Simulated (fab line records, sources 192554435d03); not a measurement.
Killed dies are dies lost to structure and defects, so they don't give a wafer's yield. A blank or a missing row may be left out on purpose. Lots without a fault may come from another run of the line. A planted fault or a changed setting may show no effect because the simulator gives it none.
A struck lot beside a sound one | flow n5_finfet | 16 steps out of a route of 1938
Sound: wafers L956.2, L956.3, L956.6. Struck: wafers L974.4, L974.5. (L974.2 of the same lot was not struck and is left out.) The cause comes at the end.
At each step with rows: each side's tool, then ch and its chambers, then its first start. Under that, the readings that differ: sound wafers | struck wafers | difference of the means | sigmas: that difference in standard deviations of wafers without a fault.
alike: readings whose means differ by less than 2 such deviations, and words and numbers that are the same on both sides. not compared: withheld readings, readings that some wafer has no value for, bounds like >300 that may hide the same value, and numbers for which the record gives no deviation and whose values overlap.
The two part at a step that has a row with sigmas, a row that says differs or no value, or rows on one side only. Numbers that don't overlap but have no deviation are shown without sigmas and don't part them. A reading that every wafer of one side lacks parts them only if that side has two wafers or more.

first, 3 steps without rows for these wafers: N5_GATE_CUT_EXPOSE_10 (exposes mask GATE CUT, target cd 20 nm); N5_GATE_CUT_PEB_11 (peb time 60 s); N5_GATE_CUT_DEVELOP_12 (develop time 30 s).
N5_GATE_CUT_CD_MEAS_13: target cd 20 nm.
  sound on cd_sem-02 ch 0, day 5 12:04; struck on cd_sem-01 ch 0, day 10 04:44
  alike: cd_nm
N5_GATE_CUT_OVL_MEAS_14:
  sound on overlay-02 ch 0, day 5 12:06; struck on overlay-01 ch 0, day 10 04:46
  alike: GATE_CUT_OVL
N5_GATE_CUT_INSPECT_15: inspects for defects (brightfield).
  sound on defect_inspect-01, day 5 12:09; struck on defect_inspect-01, day 10 04:49
  alike: raw_defect_count
N5_GATE_CUT_DESCUM_18: chemistry O2, time 7 s.
  sound on rie_diel-01 ch 0,1,2, day 5 12:11; struck on rie_diel-02 ch 0,3, day 10 04:52
  alike: drypump_motor_current_A, oes_product_au, rf_vpp_V, showerhead_plenum_p_Torr, throttle_valve_pct
  not compared: rf_hours_counter_h
N5_GATE_CUT_ETCH_28: etches underlayer in N2/H2, target depth 13 nm, time 10.4 s.
  sound on rie_diel-01 ch 0,1,2, day 5 12:13; struck on rie_diel-02 ch 0,3, day 10 04:53
  alike: drypump_motor_current_A, etch_rf_on_time_s, oes_product_au, rf_vpp_V, showerhead_plenum_p_Torr, throttle_valve_pct
  not compared: rf_hours_counter_h
N5_GATE_CUT_ETCH_36: etches SiARC in CF4, target depth 13 nm, time 21.7 s.
  sound on rie_diel-01 ch 0,1,2, day 5 12:14; struck on rie_diel-02 ch 0,3, day 10 04:55
  alike: drypump_motor_current_A, etch_rf_on_time_s, oes_product_au, rf_vpp_V, showerhead_plenum_p_Torr, throttle_valve_pct
  not compared: rf_hours_counter_h
N5_GATE_CUT_ETCH_37: etches SOC in N2/H2, target depth 60 nm, overetch 12 nm, time 90 s.
  sound on rie_diel-01 ch 0,1,2, day 5 12:16; struck on rie_diel-02 ch 0,3, day 10 04:56
  alike: drypump_motor_current_A, oes_product_au, rf_vpp_V, showerhead_plenum_p_Torr, throttle_valve_pct
  not compared: rf_hours_counter_h
then, 2 steps without rows for these wafers: N5_GATE_CUT_STRIP_38 (strips in N2/H2); N5_GATE_CUT_STRIP_39 (strips in N2/H2).
N5_GATE_CUT_HM_OPEN_40: chemistry C4F6/O2, target SiO2, target depth 139 nm, time 85.1 s.
  sound on rie_diel-01 ch 0,1,2, day 5 12:21; struck on rie_diel-02 ch 0,3, day 10 05:01
  reading               | sound          | struck      | difference | sigmas
  etch_rf_on_time_s (s) | 92.7 90.4 93.6 | 157.2 156.8 | +64.8      | +43
  oes_product_au (a.u.) | 0.80 0.78 0.72 | 0.52 0.57   | -0.22      | -3
  alike: drypump_motor_current_A, oes_ar_750_au, rf_vpp_V, showerhead_plenum_p_Torr, throttle_valve_pct
  not compared: rf_hours_counter_h
N5_GATE_CUT_STRIP_41: strips in CF4.
  sound on rie_diel-01 ch 0,1,2, day 5 12:25; struck on rie_diel-02 ch 0,3, day 10 05:05
  alike: drypump_motor_current_A, oes_product_au, rf_vpp_V, showerhead_plenum_p_Torr, throttle_valve_pct
  not compared: rf_hours_counter_h
-- the record jumps here: 4 days lie between the struck wafers' starts before and after (it left off in module GATE_CUT and takes up again in module BEOL_M4, whose first step shown is number 1111 of the route) --
N5_BEOL_M4_RC_MEAS_101:
  sound on prober-02 ch 0, day 8 21:13; struck on prober-01 ch 0, day 13 20:28
  alike: DIBL_N, DIBL_P, IOFF_N, IOFF_P, ION_N, ION_P, SS_N, SS_P, VT_N, VT_P
-- the record jumps here: 4 days lie between the struck wafers' starts before and after (it left off in module BEOL_M4 and takes up again in module PASSIVATION, whose first step shown is number 1936 of the route) --
N5_PASSIVATION_PROBE_49:
  the record has rows for the struck wafers here (prober-02, day 18 03:04) and none for the sound ones

WHERE THEY PART
First at N5_GATE_CUT_HM_OPEN_40; last, within this record, at N5_PASSIVATION_PROBE_49.

WHY: what the simulator had put in
Process parameter drift: rie_diel-02, from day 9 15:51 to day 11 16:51, at N5_GATE_CUT_HM_OPEN_40. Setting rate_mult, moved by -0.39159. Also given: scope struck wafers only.
